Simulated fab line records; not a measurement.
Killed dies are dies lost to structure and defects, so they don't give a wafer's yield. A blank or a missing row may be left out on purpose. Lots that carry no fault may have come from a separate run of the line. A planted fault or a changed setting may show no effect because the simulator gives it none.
Which tool did it? -- flow nand_harc -- 6 lots, 17 wafers sampled, at 4 steps of a route of 1159

## WHAT EACH GAUGE READ, for each wafer
NHARC_END_WLT_00.
lot,measured,on,VT_DECK1_BOTTOM
L897,day 20 05:41,prober-01,0.878 0.865 0.867
L902,day 21 04:43,prober-01,0.889 0.883
L914,day 23 17:27,prober-01,0.876 0.867 0.873
L911,day 24 00:46,prober-01,0.876 0.872 0.869
L917,day 24 08:38,prober-01,0.866 0.863 0.876
L916,day 24 16:55,prober-01,0.871 0.878 0.864

## WHAT TOOL EACH LOT RAN ON (gives the tool, then ch and the chambers of the sampled wafers, and finally the start)
lot,NHARC_A_CONTACT_DEP_29,NHARC_THIN_TSV_CMP_01,NHARC_THIN_TSV_DEP_47
L897,"pecvd-03 ch 0,1,2, day 17 11:17","cmp-04 ch 0,1,2, day 19 14:57","pecvd-04 ch 0,1, day 19 17:59"
L902,"pecvd-03 ch 1,2, day 17 23:27","cmp-04 ch 2,3, day 20 14:17","pecvd-02 ch 0,1, day 20 17:25"
L914,"pecvd-01 ch 0,1,2, day 20 14:53","cmp-02 ch 1,3, day 23 04:26","pecvd-02 ch 0,2, day 23 07:40"
L911,"pecvd-02 ch 0,1,2, day 20 19:46","cmp-04 ch 0,1,2, day 23 06:50","pecvd-04 ch 0,1,2, day 23 10:29"
L917,"pecvd-01 ch 0,1,2, day 21 03:43","cmp-01 ch 1,2, day 23 12:04","pecvd-03 ch 0,1,2, day 23 16:55"
L916,"pecvd-03 ch 0,1, day 21 14:26","cmp-04 ch 1,2,3, day 23 20:28","pecvd-04 ch 0,2, day 23 23:41"
- NHARC_A_CONTACT_DEP_29: deposits SiON, target thk 70 nm.
- NHARC_THIN_TSV_CMP_01: polishes.
- NHARC_THIN_TSV_DEP_47: deposits SiO2, target thk 200 nm.

## THE ANSWER, worked out from the rows above alone
Rule: the lots themselves supply what counts as usual. Put in order of their means at a reading, lots are off if they are a third of the lots or fewer, leave a main group of 4 or more, and stand apart from it by a gap of 3 or more times the standard deviation of the main group's means; of several such gaps the widest counts. The tables above print the reading to a certain number of digits; a main group whose means all agree to those digits is not used. Also off: a lot with no number at a reading for which 4 or more lots have one. Where the step has rows for the other lots, those lots are counted as sound.
Off: L902, seen at NHARC_END_WLT_00 (VT_DECK1_BOTTOM). The main group has a mean of 0.871 with a standard deviation of 0.0015.
A tool fits if, at a process step before that reading, it ran every lot that is off, and no sound lot after the first of them. Those tools and the gauges at NHARC_END_WLT_00 are tried in the same way. Of those tried, none fits.

## WHAT WAS PUT IN BY THE SIMULATOR
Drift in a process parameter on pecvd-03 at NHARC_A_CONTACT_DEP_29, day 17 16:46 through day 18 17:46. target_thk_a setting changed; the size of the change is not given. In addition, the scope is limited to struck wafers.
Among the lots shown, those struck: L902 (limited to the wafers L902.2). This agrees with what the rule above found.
